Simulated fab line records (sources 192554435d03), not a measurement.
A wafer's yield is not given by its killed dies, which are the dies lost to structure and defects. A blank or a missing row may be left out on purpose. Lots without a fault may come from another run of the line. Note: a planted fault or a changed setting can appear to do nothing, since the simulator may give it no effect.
What tool caused it? / flow n5Finfet / 10 lots with 30 wafers sampled at 4 steps, on a route of 1938 steps

## WHAT THE GAUGES READ, wafer by wafer
N5_BEOL_M15_INSPECT_12: inspects for defects (macro).
lot=L360; measured=day 13 10:31; on=defectInspect-01; rawDefectCount=2 4 3
lot=L363; measured=day 13 17:02; on=defectInspect-01; rawDefectCount=4 5 6
lot=L364; measured=day 14 02:14; on=defectInspect-02; rawDefectCount=1 1 2
lot=L369; measured=day 15 08:14; on=defectInspect-01; rawDefectCount=0 290 >300
lot=L376; measured=day 17 02:30; on=defectInspect-02; rawDefectCount=2 1 1
lot=L374; measured=day 17 03:35; on=defectInspect-01; rawDefectCount=0 1 4
lot=L378; measured=day 17 20:05; on=defectInspect-02; rawDefectCount=3 1 3
lot=L381; measured=day 18 00:39; on=defectInspect-01; rawDefectCount=1 2 2
lot=L380; measured=day 18 05:53; on=defectInspect-02; rawDefectCount=3 2 4
lot=L382; measured=day 18 08:35; on=defectInspect-01; rawDefectCount=1 1 3

## WHAT TOOL EACH LOT RAN ON (gives the tool, then ch and the chambers of the sampled wafers, and finally the start)
lot=L360; N5_BEOL_M14_PRE_CLEAN_42=pvdSputter-02, day 13 08:31; N5_BEOL_M14_SPUTTER_45=pvdSputter-02, day 13 08:43; N5_BEOL_M15_ILD_DEP_00=pecvd-03 ch 1,2, day 13 09:55
lot=L363; N5_BEOL_M14_PRE_CLEAN_42=pvdSputter-03, day 13 15:01; N5_BEOL_M14_SPUTTER_45=pvdSputter-03, day 13 15:13; N5_BEOL_M15_ILD_DEP_00=pecvd-03 ch 1,2, day 13 16:19
lot=L364; N5_BEOL_M14_PRE_CLEAN_42=pvdSputter-03, day 14 00:17; N5_BEOL_M14_SPUTTER_45=pvdSputter-03, day 14 00:29; N5_BEOL_M15_ILD_DEP_00=pecvd-03 ch 0,1, day 14 01:38
lot=L369; N5_BEOL_M14_PRE_CLEAN_42=pvdSputter-01, day 15 06:12; N5_BEOL_M14_SPUTTER_45=pvdSputter-01, day 15 06:24; N5_BEOL_M15_ILD_DEP_00=pecvd-03 ch 0,2, day 15 07:29
lot=L376; N5_BEOL_M14_PRE_CLEAN_42=pvdSputter-03, day 17 00:34; N5_BEOL_M14_SPUTTER_45=pvdSputter-03, day 17 00:46; N5_BEOL_M15_ILD_DEP_00=pecvd-02 ch 0,1,2, day 17 01:53
lot=L374; N5_BEOL_M14_PRE_CLEAN_42=pvdSputter-03, day 17 01:32; N5_BEOL_M14_SPUTTER_45=pvdSputter-03, day 17 01:44; N5_BEOL_M15_ILD_DEP_00=pecvd-02 ch 0,1,2, day 17 02:51
lot=L378; N5_BEOL_M14_PRE_CLEAN_42=pvdSputter-03, day 17 17:41; N5_BEOL_M14_SPUTTER_45=pvdSputter-03, day 17 17:53; N5_BEOL_M15_ILD_DEP_00=pecvd-01 ch 1,2, day 17 19:20
lot=L381; N5_BEOL_M14_PRE_CLEAN_42=pvdSputter-02, day 17 22:45; N5_BEOL_M14_SPUTTER_45=pvdSputter-02, day 17 22:57; N5_BEOL_M15_ILD_DEP_00=pecvd-03 ch 1,2, day 18 00:02
lot=L380; N5_BEOL_M14_PRE_CLEAN_42=pvdSputter-03, day 18 03:51; N5_BEOL_M14_SPUTTER_45=pvdSputter-03, day 18 04:03; N5_BEOL_M15_ILD_DEP_00=pecvd-02 ch 0,1,2, day 18 05:08
lot=L382; N5_BEOL_M14_PRE_CLEAN_42=pvdSputter-01, day 18 06:33; N5_BEOL_M14_SPUTTER_45=pvdSputter-01, day 18 06:45; N5_BEOL_M15_ILD_DEP_00=pecvd-03 ch 0,1,2, day 18 07:50
- N5_BEOL_M14_PRE_CLEAN_42: time 30 s.
- N5_BEOL_M14_SPUTTER_45: material Cu, target thk 100 nm, time 16.67 s.
- N5_BEOL_M15_ILD_DEP_00: deposits SiO2 from TEOS/O2, target thk 1629.3 nm, time 346.1 s.

## THE ANSWER, worked out from the rows above alone
Rule: what is usual is taken from the lots themselves. The widest of any qualifying gaps counts: lots, ordered by their means at a reading, are off when they make up no more than a third of the lots, leave a main group of 4 or more, and stand apart from it by 3 or more times the standard deviation of that group's means. If all means in a main group match to the digits the tables above print for the reading, that group is not used. Also off: a lot with no number at a reading for which 4 or more lots have one. The other lots that the step has rows for count as sound.
Off: L369 (N5_BEOL_M15_INSPECT_12, rawDefectCount). The main group has a mean of 2.3 with a standard deviation of 1.1.
If a tool, at a process step before that reading, ran all the lots that are off and no sound lot after the first of them, it fits. Those tools and the gauges at N5_BEOL_M15_INSPECT_12 are tried in the same way. Not one of the candidates tried fits.

## WHAT THE SIMULATOR PUT IN
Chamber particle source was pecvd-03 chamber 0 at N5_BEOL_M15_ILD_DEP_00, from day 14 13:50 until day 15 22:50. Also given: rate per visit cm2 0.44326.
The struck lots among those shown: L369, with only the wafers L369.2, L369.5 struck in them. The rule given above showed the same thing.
